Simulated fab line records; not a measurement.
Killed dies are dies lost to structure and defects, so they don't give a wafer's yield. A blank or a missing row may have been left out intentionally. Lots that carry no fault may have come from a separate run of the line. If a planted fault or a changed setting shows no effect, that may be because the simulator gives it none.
Problem report in the 8D (eight disciplines) form, filled by code	flow n5 finfet	the parts of the form that need people (team, actions taken, sign-off) are left out

## 1. WHAT WENT WRONG
Wafers without a fault read 140.2 nm, standard deviation 1.7; cd nm at N5_BEOL_M12_CD_MEAS_17 reads a mean of 150.9 nm on 6 wafers belonging to 2 lots. Relative to the usual mean, that is a shift of +6.3 standard deviations.
The step: target cd 140 nm.
The first sign was on wafer L691.1 at day 14 14:37, on cd sem-03. The record has a number at this step for 27 wafers belonging to 9 lots. Rule for "out" (also "out of limits"): further than 4 standard deviations from the usual mean. Any other wafer with a number is counted as sound.

## 2. WHAT IT IS; WHAT IT IS NOT
question	is	is not
which readings at this step	cd nm	-
which lots	L691, L695	L679, L680, L682, L684, L697, L698, L699
which wafers of those lots	all that have a number	-
read on which gauges	cd sem-02, cd sem-03	cd sem-01
when	from day 14 14:37	up to then (12 sound wafers); but 9 sound wafers of L697, L698, L699 came after

## 3. WHAT RULES OUT EACH SUSPECT
Counting: a tool at a process step up to the reading stays a suspect if it ran every lot that is out and no sound lot after the first of them.
- the gauge at N5_BEOL_M12_CD_MEAS_17 is ruled out. The wafers that are out were read on 2 gauges (cd sem-02, cd sem-03).
- rie diel-01 at N5_BEOL_M12_ETCH_59 (etches BARC in N2/H2, target depth 89 nm, overetch 26.7 nm, time 67.9 s): kept. It processed each lot that is out, first L691 at day 14 14:10, and no sound lot thereafter; up to then, the last sound lot it processed was L682 at day 11 17:36.
The count leaves rie diel-01 at N5_BEOL_M12_ETCH_59.

## 4. THE CAUSE (what the simulator had put in)
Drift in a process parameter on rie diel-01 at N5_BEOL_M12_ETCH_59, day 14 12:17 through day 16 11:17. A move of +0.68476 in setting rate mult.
Only this tool survived the counting.

## 5. THE EFFECT CHAIN, in route order
Rows list readings where the struck wafers' mean (over those with a number) sits beyond 3 standard deviations from the usual. Readings are gone through only where the record gives a usual standard deviation; hours: the median, over the lots, of the time from a lot's start at the first step in this table giving one to that lot's start at this step; sigmas: the change measured in usual standard deviations.
hours	step	reading	usual	on struck wafers	change	sigmas
0	N5_BEOL_M12_STRIP_63	oes product au	0.692 a.u.	0.678	-0.014	-3.1
0	N5_BEOL_M12_STRIP_63	strip time to endpoint s	42.4 s	30.9	-11.5	-15
0	N5_BEOL_M12_CD_MEAS_17	cd nm	140.2 nm	150.9	+10.7	+6.3
Process steps it contains:
- N5_BEOL_M12_STRIP_63: strips in N2/H2.

## 6. WHAT WOULD HAVE CAUGHT IT SOONER
2 hours passed between the start of the fault at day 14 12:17 and the first reading out of limits at a measuring or inspecting step in this record, taken at day 14 14:37.
No tool reading at N5_BEOL_M12_ETCH_59 that has a usual standard deviation in the record was out on any struck wafer, so an alarm limit of 4 standard deviations on those readings would not have fired.
Of the lots that are out (2), L695 began N5_BEOL_M12_ETCH_59 on rie diel-01 after day 14 14:37. Putting the tool on hold at that point would have spared it.
